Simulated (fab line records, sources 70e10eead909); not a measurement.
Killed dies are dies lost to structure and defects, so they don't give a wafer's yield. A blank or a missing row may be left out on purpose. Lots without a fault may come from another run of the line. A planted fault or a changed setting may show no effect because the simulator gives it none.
Problem report in the 8D (eight disciplines) form, filled by code | flow nand_harc | the parts of the form that need people (team, actions taken, sign-off) are left out

1. THE PROBLEM
heater_power_total_W at NHARC_A_BLC_SOFTBAKE_05 reads a mean of 222.57 W on 2 wafers of 2 lots; wafers without a fault read 188.44 W with a standard deviation of 0.13. That is +99 or more standard deviations from the usual mean.
The step: time 55 s.
First seen on wafer L883.4, day 28 23:00, on litho_track-04. The record holds 39 wafers of 13 lots with a number at this step. Rule for "out", or "out of limits": more than 4 standard deviations from the usual mean. The other wafers with a number count as sound.

2. WHAT IT IS AND WHAT IT IS NOT
question                    | is                   | is not
which readings at this step | heater_power_total_W | -
which lots                  | L883, L884           | L867, L869, L870, L871, L872, L875, L876, L877, L878, L889, L890
which wafers of those lots  | L883.4, L884.4       | L883.2, L883.5, L884.2, L884.3
read on which tools         | litho_track-04       | litho_track-01, litho_track-06
when                        | from day 28 23:00    | up to then (29 sound wafers); but 8 sound wafers of L884, L889, L890 came after

3. SUSPECTS, AND WHAT RULES EACH OUT
Counting: a tool at a process step up to the reading stays a suspect if it ran every lot that is out. Sound lots after the first of them don't rule it out here, since some wafers of a struck lot are sound.
- litho_track-04 at NHARC_A_BLC_SOFTBAKE_05 (time 55 s): kept. It ran every lot that is out, first L883 (day 28 23:00); its last sound lot up to then is L878 (day 27 18:00). Its own readings are out on those wafers: heater_power_total_W.
Left after counting: litho_track-04 at NHARC_A_BLC_SOFTBAKE_05.

4. THE CAUSE (what the simulator had put in)
Process parameter drift: litho_track-04, from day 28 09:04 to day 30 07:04, at NHARC_A_BLC_SOFTBAKE_05. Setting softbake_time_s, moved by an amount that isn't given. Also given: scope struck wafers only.
Counting left only this tool.

5. THE CHAIN OF EFFECTS, in route order
Each row: a reading whose mean over the struck wafers that have a number lies more than 3 standard deviations from the usual. Only readings for which the record gives a usual standard deviation are gone through. hours: the time from each lot's start at the first step in this table that gives one to its start at this step, as a median over the lots. sigmas: the change in usual standard deviations.
hours | step                    | reading              | usual    | on struck wafers | change | sigmas
0     | NHARC_A_BLC_SOFTBAKE_05 | heater_power_total_W | 188.44 W | 222.57           | +34.13 | +99 or more
The process steps in it:
- NHARC_A_BLC_SOFTBAKE_05: time 55 s.
Later measuring or inspecting steps at which every struck wafer that the step has a row for has a number for every such reading, and none has moved that far: NHARC_A_BLC_INSPECT_12.

6. WHAT WOULD HAVE CAUGHT IT SOONER
In this record the first reading out of limits was taken at day 28 23:00, 14 hours after the fault began at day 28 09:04.
